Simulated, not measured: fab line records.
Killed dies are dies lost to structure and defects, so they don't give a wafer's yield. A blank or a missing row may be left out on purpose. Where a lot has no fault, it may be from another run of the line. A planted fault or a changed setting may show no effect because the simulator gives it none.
A lot that was struck, set against a sound lot -- flow n5_finfet -- 37 out of 1938 route steps
Sound: the wafers L722.3, L722.4, L722.5. Struck: wafer L727.3 (left out: L727.1, a lot-mate that was not struck); the cause follows at the end.
For every step that has rows: the tool of each side, followed by ch and its chambers, followed by its first start. Under that, the readings that differ: sound wafers -- struck wafers -- difference of the means -- sigmas: that difference in standard deviations of wafers without a fault.
alike: a reading whose means differ by less than 2 such deviations, as well as words and numbers matching on both sides. not compared: withheld readings; readings where some wafer has no value; bounds like >300 that might hide an equal value; numbers whose values overlap and for which the record gives no deviation.
A row with sigmas, a row that says differs or no value, or rows on one side alone: a step with any of these is where the two part. Numbers that have no deviation but don't overlap get no sigmas and don't part them. A reading that every wafer of one side lacks parts them only if that side has two wafers or more.

first, 11 steps without rows for these wafers: N5_PMOS_HMC_CHANNEL_EPI_PRECLEAN_36 (cleans in O3/DIW, time 45 s); N5_PMOS_HMC_CHANNEL_EPI_PRECLEAN_18 (cleans in DHF, time 30 s); N5_PMOS_HMC_CHANNEL_EPI_SRD_19 (time 30 s); N5_PMOS_HMC_CHANNEL_EPI_EPI_20 (deposits SiGe30, target thk 59 nm); N5_PMOS_HMC_CHANNEL_EPI_HM_STRIP_35 (strips SiO2 in dHF, material SiO2, target depth 39.6 nm, time 216 s); N5_PMOS_HMC_CHANNEL_EPI_SRD_39 (time 30 s); N5_PMOS_HMC_CHANNEL_EPI_CMP_21 (polishes SiGe30, target thk 54 nm); N5_PMOS_HMC_CHANNEL_EPI_PRECLEAN_40 (cleans in DHF, time 30 s); N5_PMOS_HMC_CHANNEL_EPI_PRECLEAN_37 (cleans in O3/DIW, time 45 s); N5_PMOS_HMC_CHANNEL_EPI_PRECLEAN_24 (cleans in DHF, time 30 s); N5_PMOS_HMC_CHANNEL_EPI_SRD_25 (time 30 s).
N5_PMOS_HMC_CHANNEL_EPI_EPI_26: deposits Si from SiH4/H2, target thk 3.8 nm, time 22.7 s.
  sound on epi_rpcvd-02 ch 0, day 3 02:04; struck on epi_rpcvd-02 ch 0, day 4 07:57
reading,sound,struck,difference,sigmas
model.Si_of_PMOS_HMC_CHANNEL_EPI_EPI_26.thk_nm (nm),3.714 3.728 3.738,5.08,+1.35,
  alike: chamber_pressure_Torr, throttle_valve_pct
then, 22 steps without rows for these wafers: N5_FIN_SAQP_PRECLEAN_42 (cleans in O3/DIW, time 60 s); N5_FIN_SAQP_PRECLEAN_00 (cleans in SC1, time 60 s); N5_FIN_SAQP_PRECLEAN_44 (cleans in SC2, time 45 s); N5_FIN_SAQP_SRD_01 (time 30 s); N5_FIN_SAQP_ALD_61 (deposits SiO2, target thk 4 nm, pulse time 1 s, purge time 2 s); N5_FIN_SAQP_DENSIFY_62 (time 60 s); N5_FIN_SAQP_HM_DEP_03 (deposits SiNx from SiH4/NH3/N2, target thk 38 nm, time 33.6 s); N5_FIN_SAQP_PECVD_47 (deposits a-Si from SiH4/He, target thk 45 nm, time 36.3 s); N5_FIN_SAQP_PECVD_48 (deposits SiNx from SiH4/NH3/N2, target thk 25 nm, time 22.1 s); N5_FIN_SAQP_PECVD_06 (deposits a-Si from SiH4/He, target thk 60 nm, time 48.1 s); N5_FIN_SAQP_HM_DEP_72 (deposits SiO2 from SiH4/N2O, target thk 12 nm, time 7.2 s); N5_FIN_SAQP_COAT_49 (time 60 s, resist thk 100 nm); N5_FIN_SAQP_COAT_50 (time 60 s, resist thk 35 nm); N5_FIN_SAQP_COAT_10 (resist thk 90 nm); N5_FIN_SAQP_EBR_12; N5_FIN_SAQP_SOFTBAKE_11 (time 60 s); N5_FIN_SAQP_EXPOSE_13 (exposes mask FIN CORE, target cd 35.6 nm); N5_FIN_SAQP_PEB_14 (peb time 60 s); N5_FIN_SAQP_DEVELOP_15 (develop time 30 s); N5_FIN_SAQP_DESCUM_21 (chemistry O2, time 7.9 s); N5_FIN_SAQP_ETCH_51 (etches SiARC in CF4, target depth 45.5 nm, time 75.8 s); N5_FIN_SAQP_ETCH_52 (etches SOC in N2/H2, target depth 100 nm, overetch 20 nm, time 150 s).
N5_STI_FIN_REVEAL_CLEAN_19: cleans in O3/DIW, time 120 s.
  sound on wet_bench-06 ch 3,5,7, day 3 18:42; struck on wet_bench-05 ch 4, day 5 02:06
reading,sound,struck,difference,sigmas
model.Si_of_PMOS_HMC_CHANNEL_EPI_EPI_26.thk_nm (nm),2.4 2.4 2.4,3.8,+1.4,
-- a jump in the record: the struck wafers' starts before and after are 5 days apart (it breaks off in module STI_FIN_REVEAL and resumes in module BEOL_M4, where the first step shown is number 1111 of the route) --
N5_BEOL_M4_RC_MEAS_101:
  sound on prober-01 ch 0, day 9 00:59; struck on prober-01 ch 0, day 9 22:16
reading,sound,struck,difference,sigmas
VT_P (mV),-249 -248 -244,-257,-10,-3
  alike: DIBL_N, DIBL_P, IOFF_N, IOFF_P, ION_N, ION_P, SS_N, SS_P, VT_N
N5_PASSIVATION_PROBE_49:
  rows exist in the record for the sound wafers here (prober-02, day 12 08:44), none for the struck ones

== WHERE THEY PART ==
Last at N5_PASSIVATION_PROBE_49 as far as this record goes, first at N5_BEOL_M4_RC_MEAS_101.

WHY: the cause the simulator had injected
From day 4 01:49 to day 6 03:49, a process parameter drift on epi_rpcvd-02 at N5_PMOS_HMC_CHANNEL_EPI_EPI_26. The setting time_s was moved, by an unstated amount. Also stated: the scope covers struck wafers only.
